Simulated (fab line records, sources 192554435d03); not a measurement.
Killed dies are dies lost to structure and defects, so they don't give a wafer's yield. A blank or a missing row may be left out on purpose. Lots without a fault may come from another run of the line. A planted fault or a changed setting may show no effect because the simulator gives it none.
A struck lot beside a sound one | flow n5_finfet | 40 steps out of a route of 1938
Sound: wafers L380.2, L380.3, L380.5. Struck: wafer L389.4. (L389.6 of the same lot was not struck and is left out.) The cause comes at the end.
At each step with rows: each side's tool, then ch and its chambers, then its first start. Under that, the readings that differ: sound wafers | struck wafers | difference of the means | sigmas: that difference in standard deviations of wafers without a fault.
alike: readings whose means differ by less than 2 such deviations, and words and numbers that are the same on both sides. not compared: withheld readings, readings that some wafer has no value for, bounds like >300 that may hide the same value, and numbers for which the record gives no deviation and whose values overlap.
The two part at a step that has a row with sigmas, a row that says differs or no value, or rows on one side only. Numbers that don't overlap but have no deviation are shown without sigmas and don't part them. A reading that every wafer of one side lacks parts them only if that side has two wafers or more.

first, 10 steps without rows for these wafers: N5_HKMG_FIN_CMP_23 (polishes, stops on SiNx, t overpolish 10 s, target thk 46.326 nm); N5_HKMG_FIN_CMP_94 (polishes, stops on SiNx, t overpolish 4.7 s, target thk 43.299 nm); N5_GATE_CUT_ETCHBACK_00 (etches W in SF6/Cl2); N5_GATE_CUT_ETCH_56 (etches TiN in Cl2/Ar, target depth 21.6 nm); N5_GATE_CUT_ETCHBACK_30 (etches TiN in Cl2/Ar, target depth 3 nm); N5_GATE_CUT_VAPOR_ETCH_60 (etches HfO2 in BCl3/Cl2); N5_GATE_CUT_ETCH_58 (etches SiNx in CH3F/O2, target depth 17 nm, time 128.6 s); N5_GATE_CUT_STRIP_59 (strips in N2/H2, time 20 s); N5_GATE_CUT_PRECLEAN_31 (cleans in DIW, time 300 s); N5_GATE_CUT_SRD_32 (time 30 s).
N5_GATE_CUT_SAC_CAP_01: material SiNx, target thk 24 nm, pulse time 1 s, ald cycles 480.
  sound on ald_sin-03 ch 1,3, day 7 05:32; struck on ald_sin-03 ch 3, day 9 07:58
  reading                                       | sound       | struck | difference | sigmas
  ald_cycles                                    | 480 480 480 | 728    | +248       |
  model.SiNx_of_GATE_CUT_SAC_CAP_01.thk_nm (nm) | 24 24 24    | 36.4   | +12.4      |
  alike: chamber_pressure_Torr, heater_power_w, precursor_pulse_height_rel
then, 21 steps without rows for these wafers: N5_GATE_CUT_PECVD_57 (deposits SiNx from SiH4/NH3/N2, target thk 21 nm); N5_GATE_CUT_CMP_02 (polishes, stops on SiO2, t overpolish 12.7 s, target thk 0 nm); N5_GATE_CUT_HM_DEP_46 (deposits SiO2 from TEOS/O2, target thk 130 nm, time 26.6 s); N5_GATE_CUT_COAT_34 (time 60 s, resist thk 60 nm); N5_GATE_CUT_COAT_35 (time 60 s, resist thk 10 nm); N5_GATE_CUT_COAT_27 (time 60 s, resist thk 10 nm); N5_GATE_CUT_COAT_07 (resist thk 30 nm); N5_GATE_CUT_EBR_09; N5_GATE_CUT_SOFTBAKE_08 (time 60 s); N5_GATE_CUT_EXPOSE_10 (exposes mask GATE CUT, target cd 20 nm); N5_GATE_CUT_PEB_11 (peb time 60 s); N5_GATE_CUT_DEVELOP_12 (develop time 30 s); N5_GATE_CUT_DESCUM_18 (chemistry O2, time 7 s); N5_GATE_CUT_ETCH_28 (etches underlayer in N2/H2, target depth 13 nm, time 10.4 s); N5_GATE_CUT_ETCH_36 (etches SiARC in CF4, target depth 13 nm, time 21.7 s); N5_GATE_CUT_ETCH_37 (etches SOC in N2/H2, target depth 60 nm, overetch 12 nm, time 90 s); N5_GATE_CUT_STRIP_38 (strips in N2/H2); N5_GATE_CUT_STRIP_39 (strips in N2/H2); N5_GATE_CUT_HM_OPEN_40 (chemistry C4F6/O2, target SiO2, target depth 139 nm, time 85.1 s); N5_GATE_CUT_STRIP_41 (strips in CF4); N5_GATE_CUT_STRIP_42 (strips in O2).
N5_GATE_CUT_ETCH_19: etches SiNx in CH3F/O2, target depth 53.7 nm, time 76.7 s.
  sound on rie_diel-06 ch 1,2,3, day 7 08:53; struck on rie_diel-06 ch 1, day 9 12:13
  reading               | sound          | struck | difference | sigmas
  etch_rf_on_time_s (s) | 75.4 78.8 77.5 | 60.3   | -16.9      | -12
  alike: chamber_pressure_mTorr, drypump_motor_current_A, oes_product_au, rf_vpp_V, showerhead_plenum_p_Torr, throttle_valve_pct
  not compared: rf_hours_counter_h
then, 3 steps without rows for these wafers: N5_GATE_CUT_CUT_ETCH_53 (etches W in SF6/Cl2, target depth 79.2 nm); N5_GATE_CUT_CUT_ETCH_54 (etches TiN in Cl2/BCl3, target depth 96.7 nm); N5_GATE_CUT_CUT_ETCH_55 (etches HfO2 in BCl3, target depth 3.2 nm).
N5_MOL_CONTACT_COAG_CMP_28: polishes, stops on SiNx, t overpolish 0.85 s, target thk 14.522 nm.
  sound on cmp-03 ch 2,3, day 7 20:32; struck on cmp-04 ch 2, day 10 00:17
  reading                                       | sound          | struck | difference | sigmas
  model.SiNx_of_GATE_CUT_SAC_CAP_01.thk_nm (nm) | 17.8 17.8 17.8 | 27.2   | +9.4       |
  alike: head_pressure_psi, motor_current_A, time_to_endpoint_s
  not compared: pad_life_wafers
N5_MOL_CONTACT_COAG_THK_MEAS_29:
  sound on film_metro-02, day 7 20:49; struck on film_metro-02, day 10 00:35
  reading         | sound             | struck | difference | sigmas
  MD_CAP_THK (nm) | 17.82 17.86 17.90 | 27.21  | +9.35      | +99 or more
N5_MOL_CONTACT_COAG_ETCH_47: etches SiNx in CH3F/O2, stops on W, target depth 27 nm.
  sound on rie_diel-02 ch 0,1, day 7 22:37; struck on rie_diel-04 ch 2, day 10 02:53
  reading                                      | sound             | struck | difference | sigmas
  etch_rf_on_time_s (s)                        | 31.5 31.2 31.0    | 48.5   | +17.3      | +36
  model.etch.t_clear_s (s)                     | 26.26 26.05 25.83 | 40.45  | +14.40     |
  model.MOL_CONTACT_COAG.feature_depth_nm (nm) | 18.4 18.4 18.4    | 28.2   | +9.8       |
  model.etch.depth_nm (nm)                     | 17.87 17.87 17.87 | 27.2   | +9.3       |
  alike: chamber_pressure_mTorr, drypump_motor_current_A, oes_product_au, rf_vpp_V, showerhead_plenum_p_Torr, throttle_valve_pct
  not compared: rf_hours_counter_h
then, 1 step without rows for these wafers: N5_PASSIVATION_PROBE_49.

WHERE THEY PART
First at N5_GATE_CUT_ETCH_19; last, within this record, at N5_MOL_CONTACT_COAG_ETCH_47.

WHY: what the simulator had put in
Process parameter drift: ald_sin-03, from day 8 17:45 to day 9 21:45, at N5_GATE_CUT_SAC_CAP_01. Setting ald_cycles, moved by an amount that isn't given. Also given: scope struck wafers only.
